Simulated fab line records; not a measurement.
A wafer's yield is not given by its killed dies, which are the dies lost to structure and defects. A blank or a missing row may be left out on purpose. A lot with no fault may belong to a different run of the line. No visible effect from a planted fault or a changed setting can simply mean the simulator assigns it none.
A lot that was struck, set against a sound lot -- flow nand harc -- 14 steps out of a route of 1302
Sound: the wafers L565.2, L565.5, L565.6. Struck: wafer L555.4. (L555.2, L555.6 of the same lot were not struck and are left out.) The cause comes at the end.
Per side, at each step with rows, come the tool, then ch with its chambers, and then its first start. Under that, the readings that differ: sound wafers -- struck wafers -- difference of the means -- sigmas: that difference in standard deviations of wafers without a fault.
alike: a reading whose means differ by less than 2 such deviations, as well as words and numbers matching on both sides. not compared: withheld readings; readings where some wafer has no value; bounds like >300 that might hide an equal value; numbers whose values overlap and for which the record gives no deviation.
The two part at a step that has a row with sigmas, a row that says differs or no value, or rows on one side only. Numbers that have no deviation but don't overlap get no sigmas and don't part them. A reading missing from all wafers of one side parts the sides only when that side holds two or more wafers.

NHARC_A_SOURCE_PLATE_THK_MEAS_09: measures by ellipsometry.
  sound on film metro-02, day 15 19:38; struck on film metro-01, day 11 08:13
  alike: thk nm
then, 3 steps without rows for these wafers: NHARC_A_SOURCE_PLATE_PVD_04 (deposits WSi2, target thk 50 nm); NHARC_A_SOURCE_PLATE_CVD_03 (deposits poly-Si, target thk 200 nm, time 4000 s); NHARC_A_SOURCE_PLATE_ANNEAL_05 (time 1800 s).
NHARC_A_SOURCE_PLATE_THK_MEAS_06: measures by ellipsometry.
  sound on film metro-02, day 16 08:14; struck on film metro-02, day 11 21:05
  alike: thk nm
NHARC_A_SOURCE_PLATE_INSPECT_08:
  sound on defect inspect-01, day 16 08:18; struck on defect inspect-02, day 11 21:11
  alike: raw defect count
then, 1 step without rows for these wafers: NHARC_A_ONON_D1_DEP_00 (target thk 1000 nm).
NHARC_A_ONON_D1_THK_MEAS_02: measures by ellipsometry.
  sound on film metro-01, day 16 08:53; struck on film metro-02, day 11 21:46
  alike: thk nm
then, 1 step without rows for these wafers: NHARC_A_ONON_D1_DEP_03 (target thk 1000 nm).
NHARC_A_ONON_D1_THK_MEAS_05: measures by ellipsometry.
  sound on film metro-01, day 16 09:35; struck on film metro-02, day 11 22:22
  alike: thk nm
NHARC_A_ONON_D1_DEP_06: target thk 1000 nm.
  sound on pecvd onon-01 ch 0, day 16 09:50; struck on pecvd onon-02 ch 0, day 11 22:28
NHARC_A_ONON_D1_THK_MEAS_08: measures by ellipsometry.
  sound on film metro-01, day 16 10:17; struck on film metro-02, day 11 22:55
reading,sound,struck,difference,sigmas
thk nm (nm),997 996 997,889,-108,-10
then, 1 step without rows for these wafers: NHARC_A_ONON_D1_DEP_09 (target thk 1000 nm).
-- the record jumps here: 17 days lie between the struck wafers' starts before and after (it left off in module A_ONON_D1 and takes up again in module END, whose first step shown is number 1302 of the route) --
NHARC_END_SORT_01:
  at this point the record logs the struck wafers (prober-02 ch 0, day 28 22:04) and has no rows for the sound ones

WHERE THEY PART
At NHARC_A_ONON_D1_THK_MEAS_08 first; at NHARC_END_SORT_01 last (within this record only).

WHY: whatever the simulator had introduced
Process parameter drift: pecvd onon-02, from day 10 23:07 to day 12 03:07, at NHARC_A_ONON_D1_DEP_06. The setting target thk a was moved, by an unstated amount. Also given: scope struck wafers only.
